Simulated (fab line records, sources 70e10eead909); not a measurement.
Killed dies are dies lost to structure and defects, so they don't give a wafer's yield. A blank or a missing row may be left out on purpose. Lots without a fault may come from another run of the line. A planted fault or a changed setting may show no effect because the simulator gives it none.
fab line records | flow nand_harc | part 2 of 2: steps 33 to 43 of 43
record lots=5 wafers=15 last_day=32
route steps=1302 shown P_GATE@163
lots that met no fault: from a run of the same line without faults
start_h: hours from the record's first day to the start of the lot's first wafer shown | wait_h: hours since the lot's step before | " the same as in the row above | L1.1+2: a row that stands for several wafers | - no value, or no start given | * or withheld: withheld | < > ~ a bound
route shown NAME@n: a module of which the file shows steps, and the number in the route of the first | usual: mean/standard deviation of fault-free wafers | same: alike in all rows | chamber/n: place in a boat | sites: the reading at each site | _std_site: their standard deviation | _edge_site: outer sites' mean less inner sites' | radius_mm: how far each site lies from the wafer's centre | mask NAME#n: copy n | behind: the tool/chamber that last shaped the wafer | hold: why the lot was held/for how many hours/how that ended | device: the transistor (n, p or np) that didn't switch | end of line: the same wafers' tests at the end of the route | a step without rows: its recipe alone | killed: dies lost to structure and defects at the first sort, not the wafer's yield | map: a wafer's dies, x killed, . not, _ none there
set.NAME: the setting as run; set.NAME@STEP: as run at that earlier step | model.NAME: the simulator's own value behind a step, which no gauge read
lots at some steps of the route; a table a step, a row a wafer
services: from which hour (start_h, from the record's first day; less than 0 if before it) a tool's chamber was out of use, for how many hours, and why
## steps
# step NHARC_P_GATE_SOFTBAKE_86
# recipe temp_c=122 time_s=95
# usual heater_power_total_W=160.1/0.46
# columns lot.wafer tool chamber start_h wait_h heater_power_total_W
L079.1 litho_track-03 0 - - 159.9
L079.5 " 0 " " 159.8
L079.6 " 0 " " 160.2
L080.1 litho_track-03 0 - - 160.7
L080.2 " 0 " " 159.2
L080.4 " 0 " " 160.6
L085.2 litho_track-07 0 - - 159.7
L085.4 " 0 " " 160.4
L085.5 " 0 " " 160.2
L089.2 litho_track-07 0 - - 160.6
L089.3 " 0 " " 159.8
L089.6 " 0 " " 160.5
L094.2 litho_track-02 0 - - 160.2
L094.3 " 0 " " 160.5
L094.5 " 0 " " 160.4
# step NHARC_P_GATE_EBR_87
# columns lot.wafer tool chamber start_h wait_h
L079.1+5+6 litho_track-03 0 - -
L080.1+2+4 litho_track-03 0 - -
L085.2+4+5 litho_track-07 0 - -
L089.2+3+6 litho_track-07 0 - -
L094.2+3+5 litho_track-02 0 - -
# step NHARC_P_GATE_EXPOSE_88
# recipe na=0.6 target_cd_nm=2000 dose_mj=11.87 mask_id=P_HVN
# columns lot.wafer tool chamber start_h wait_h mask
L079.1+5+6 krf_scanner-02 0 166.65 - P_HVN#0
L080.1+2+4 krf_scanner-02 0 177.68 - P_HVN#0
L085.2+4+5 krf_scanner-04 0 227.61 - P_HVN#0
L089.2+3+6 krf_scanner-02 0 264.94 - P_HVN#0
L094.2+3+5 krf_scanner-04 0 314.73 - P_HVN#0
# step NHARC_P_GATE_PEB_89
# recipe peb_temp_c=118 peb_time_s=85
# usual heater_power_total_W=163.95/0.28
# columns lot.wafer tool chamber start_h wait_h heater_power_total_W
L079.1 litho_track-03 0 166.72 0.1 164.45
L079.5 " 0 " " 164.34
L079.6 " 0 " " 163.72
L080.1 litho_track-03 0 177.75 0.1 163.70
L080.2 " 0 " " 164.17
L080.4 " 0 " " 163.62
L085.2 litho_track-07 0 227.67 0.1 163.71
L085.4 " 0 " " 163.68
L085.5 " 0 " " 163.58
L089.2 litho_track-03 0 265.00 0.1 163.89
L089.3 " 0 " " 164.09
L089.6 " 0 " " 164.30
L094.2 litho_track-07 0 314.79 0.1 163.58
L094.3 " 0 " " 164.39
L094.5 " 0 " " 164.31
# step NHARC_P_GATE_DEVELOP_90
# recipe time_s=70
# columns lot.wafer tool chamber start_h wait_h
L079.1+5+6 litho_track-03 0 - -
L080.1+2+4 litho_track-03 0 - -
L085.2+4+5 litho_track-07 0 - -
L089.2+3+6 litho_track-03 0 - -
L094.2+3+5 litho_track-07 0 - -
# step NHARC_P_GATE_CD_MEAS_91
# recipe target_cd_nm=2000 landing_energy_ev=500
# usual cd_nm=2000.2/2
# columns lot.wafer tool chamber start_h wait_h cd_nm
L079.1 cd_sem-01 0 166.81 - 1999.1
L079.5 " 0 " " 2002.8
L079.6 " 0 " " 1998.6
L080.1 cd_sem-02 0 177.84 - 2002.3
L080.2 " 0 " " 1999.8
L080.4 " 0 " " 2001.7
L085.2 cd_sem-01 0 227.76 - 2003.3
L085.4 " 0 " " 2001.7
L085.5 " 0 " " 1999.5
L089.2 cd_sem-03 0 265.09 - 1998.4
L089.3 " 0 " " 1997.4
L089.6 " 0 " " 2000.8
L094.2 cd_sem-03 0 314.88 - 2000.6
L094.3 " 0 " " 2000.0
L094.5 " 0 " " 1996.6
# step NHARC_P_GATE_HARDBAKE_92
# recipe temp_c=125 time_s=80
# usual heater_power_total_W=183.9/0.73
# columns lot.wafer tool chamber start_h wait_h heater_power_total_W
L079.1 litho_track-02 0 166.89 - 184.2
L079.5 " 0 " " 184.8
L079.6 " 0 " " 185.0
L080.1 litho_track-07 0 177.92 - 184.3
L080.2 " 0 " " 183.8
L080.4 " 0 " " 182.8
L085.2 litho_track-07 0 227.84 - 184.2
L085.4 " 0 " " 184.0
L085.5 " 0 " " 182.8
L089.2 litho_track-02 0 265.17 - 183.8
L089.3 " 0 " " 184.0
L089.6 " 0 " " 184.1
L094.2 litho_track-03 0 314.96 - 182.9
L094.3 " 0 " " 183.2
L094.5 " 0 " " 183.3
# step NHARC_P_GATE_DESCUM_93
# recipe time_s=3 o2_flow_sccm=200 ar_flow_sccm=0 bias_power_w=0 chemistry=O2
# usual drypump_motor_current_A=5.5/0.42 oes_product_au=1.001/0.01 rf_vpp_V=57.8/0.94 showerhead_plenum_p_Torr=1.92/0.099 throttle_valve_pct=11.309/0.0088
# columns lot.wafer tool chamber start_h wait_h drypump_motor_current_A oes_product_au rf_hours_counter_h rf_vpp_V showerhead_plenum_p_Torr throttle_valve_pct
L079.1 rie_diel-03 3 166.98 - 6.1 1.005 2 57.8 2.05 11.306
L079.6 " 2 " " 5.5 1.009 - 58.0 1.91 11.301
L079.5 " 3 " " 6.1 1.008 - 59.4 2.05 11.319
L080.4 rie_diel-02 0 178.00 - 5.1 1.002 4 58.7 1.80 11.298
L080.2 " 1 " " 5.5 0.996 8 56.4 1.83 11.301
L080.1 " 2 " " 6.2 0.986 7 58.2 1.96 11.327
L085.2 rie_diel-02 3 227.92 - 5.9 1.016 0 58.0 1.80 11.304
L085.4 " 0 " " 5.1 0.993 0 57.7 1.79 11.304
L085.5 " 3 " " 5.8 1.023 - 57.8 1.80 11.304
L089.2 rie_diel-03 1 265.25 - 5.8 1.006 7 56.8 2.05 11.307
L089.3 " 3 " " 6.2 1.002 7 58.9 2.05 11.304
L089.6 " 2 " " 5.5 1.009 - 58.0 1.91 11.303
L094.3 rie_diel-07 2 315.05 - 4.9 0.988 0 57.9 1.84 11.312
L094.2 " 0 " " 4.9 0.989 0 58.3 1.93 11.314
L094.5 " 1 " " 5.2 1.003 - 59.3 2.06 11.304
# step NHARC_P_GATE_IMPLANT_94
# recipe energy_kev=60 dose_cm2=2e+15 tilt_deg=7
# columns lot.wafer tool chamber start_h wait_h
L079.1+5+6 implanter-01 0 167.11 0.1
L080.1+2+4 implanter-02 0 178.15 0.1
L085.2+4+5 implanter-01 0 228.10 0.2
L089.2+3+6 implanter-02 0 265.42 0.2
L094.2+3+5 implanter-02 0 315.24 0.2
# step NHARC_P_GATE_STRIP_113
# recipe power_w=1500 temp_c=110 time_s=740 chemistry=N2/H2
# usual drypump_motor_current_A=6.1/0.61 heater_power_w=93/7.5
# columns lot.wafer tool chamber start_h wait_h drypump_motor_current_A heater_power_w rf_hours_counter_h
L079.1 plasma_asher-02 0 167.45 0.3 5.1 90 16
L079.6 " 1 " " 6.3 84 -
L079.5 " 0 " " 5.1 93 -
L080.1 plasma_asher-01 0 178.37 0.2 6.6 93 2
L080.2 " 1 " " 6.4 102 2
L080.4 " 0 " " 6.6 96 -
L085.2 plasma_asher-02 1 228.41 0.3 6.3 82 29
L085.4 " 0 " " 5.1 94 -
L085.5 " 1 " " 6.3 83 -
L089.2 plasma_asher-01 1 265.61 0.2 6.4 105 23
L089.3 " 1 " " 6.4 100 -
L089.6 " 1 " " 6.4 103 -
L094.2 plasma_asher-02 0 315.55 0.3 5.1 95 11
L094.3 " 1 " " 6.3 81 -
L094.5 " 1 " " 6.3 83 -
# step NHARC_P_GATE_STRIP_95
# recipe power_w=1500 temp_c=250 chemistry=O2
# usual drypump_motor_current_A=6.1/0.61 heater_power_w=349/28
# columns lot.wafer tool chamber start_h wait_h drypump_motor_current_A heater_power_w rf_hours_counter_h
L079.1 plasma_asher-02 0 168.07 0.5 5.1 337 17
L079.6 " 1 " " 6.3 306 -
L079.5 " 0 " " 5.1 346 -
L080.1 plasma_asher-01 0 179.08 0.6 6.6 366 3
L080.2 " 1 " " 6.4 384 3
L080.4 " 0 " " 6.7 353 -
L085.2 plasma_asher-02 1 229.02 0.5 6.3 312 30
L085.4 " 0 " " 5.1 356 -
L085.5 " 1 " " 6.3 314 -
L089.2 plasma_asher-01 1 266.33 0.6 6.4 389 24
L089.3 " 1 " " 6.4 392 -
L089.6 " 1 " " 6.4 376 -
L094.2 plasma_asher-02 0 316.15 0.5 5.1 351 12
L094.3 " 1 " " 6.3 310 -
L094.5 " 1 " " 6.3 310 -
## services
# columns tool chamber start_h hours kind
implanter-02 - 146.00 13.0 pm
wet_bench-07 - 160.00 8.0 pm
plasma_asher-01 - 165.03 9.0 pm
plasma_asher-02 - 173.99 0.4 repair
rie_diel-07 3 175.94 13.5 repair
wet_bench-09 - 176.84 8.0 pm
krf_scanner-04 - 182.00 4.0 pm
rie_diel-07 - 187.88 0.4 repair
rie_diel-03 - 194.08 0.6 repair
implanter-01 - 207.92 1.0 repair
rie_diel-02 - 216.70 9.0 pm
litho_track-02 - 227.00 7.0 pm
implanter-02 - 227.27 1.6 repair
plasma_asher-02 - 231.04 4.6 repair
krf_scanner-04 - 248.09 0.2 repair
plasma_asher-02 - 249.00 9.0 pm
litho_track-07 - 251.00 7.0 pm
rie_diel-03 - 254.16 1.2 repair
implanter-02 - 255.20 1.7 repair
plasma_asher-02 - 260.61 2.0 repair
krf_scanner-02 - 266.00 4.0 pm
litho_track-03 - 275.00 7.0 pm
implanter-01 - 285.14 6.1 repair
implanter-01 - 297.77 1.0 repair
